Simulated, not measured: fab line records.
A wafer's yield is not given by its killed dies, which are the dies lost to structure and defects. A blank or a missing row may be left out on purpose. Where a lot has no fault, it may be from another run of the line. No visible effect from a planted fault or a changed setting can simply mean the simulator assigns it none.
Matching of chambers | flow n5-finfet | 4 sister chambers for N5_SPACER0_ALD_07 on ald-sin-02
The step deposits SiNx, target thk 2 nm. 14 wafers are shown with their chamber, then 7 later ones without.

WAFERS WITH THEIR CHAMBER
wafer  | chamber | heater-power-w (W) | chamber-pressure-Torr (Torr)
L078.1 | 3       | 781                | 2.000
L078.3 | 0       | 770                | 2.000
L078.4 | 2       | 661                | 1.997
L079.1 | 3       | 765                | 1.993
L079.2 | 0       | 773                | 1.995
L079.6 | 2       | 645                | 1.995
L084.3 | 1       | 944                | 1.999
L084.5 | 2       | 647                | 2.000
L084.6 | 3       | 738                | 1.999
L086.2 | 0       | 795                | 2.004
L086.3 | 3       | 754                | 2.000
L086.6 | 0       | 785                | 2.007
L095.1 | 2       | 647                | 2.000
L095.4 | 1       | 959                | 2.005

SIGNATURES (means of the wafers above)
reading               | chamber 0 | chamber 1 | chamber 2 | chamber 3 | scatter within a chamber
heater-power-w        | 780.75    | 951.50    | 650.00    | 759.50    | 12.9
chamber-pressure-Torr | 2.00150   | 2.00200   | 1.99800   | 1.99800   | 0.00389
Rule: for a wafer and a chamber, the distance is found by dividing, reading by reading, the gap between the wafer's reading and the chamber's mean by the reading's scatter, squaring, summing and taking the root. If the next closest chamber is less than 2 further off than the closest, the wafer can't be placed; otherwise it belongs to the closest. The scatter: the root of (the sum of the squares of (reading less its chamber's mean) over the shown wafers, divided by (wafers less chambers)).

WAFERS MISSING THEIR CHAMBER
wafer  | heater-power-w (W) | chamber-pressure-Torr (Torr)
L095.6 | 784                | 2.005
L094.1 | 784                | 2.004
L094.2 | 756                | 2.009
L094.6 | 958                | 1.994
L097.1 | 755                | 2.008
L097.2 | 954                | 1.995
L097.6 | 801                | 1.998

THE CHAMBER EACH PASSED THROUGH
wafer  | from the rows above     | in truth
L095.6 | can't be placed: 0 or 3 | 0
L094.1 | can't be placed: 0 or 3 | 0
L094.2 | can't be placed: 0 or 3 | 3
L094.6 | 1                       | 1
L097.1 | can't be placed: 3 or 0 | 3
L097.2 | 1                       | 1
L097.6 | can't be placed: 0 or 3 | 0
2 of 7 placed correctly. From these rows, 5 cannot be placed; in 5 the true chamber is one of the candidates. Wrongly placed: 0.
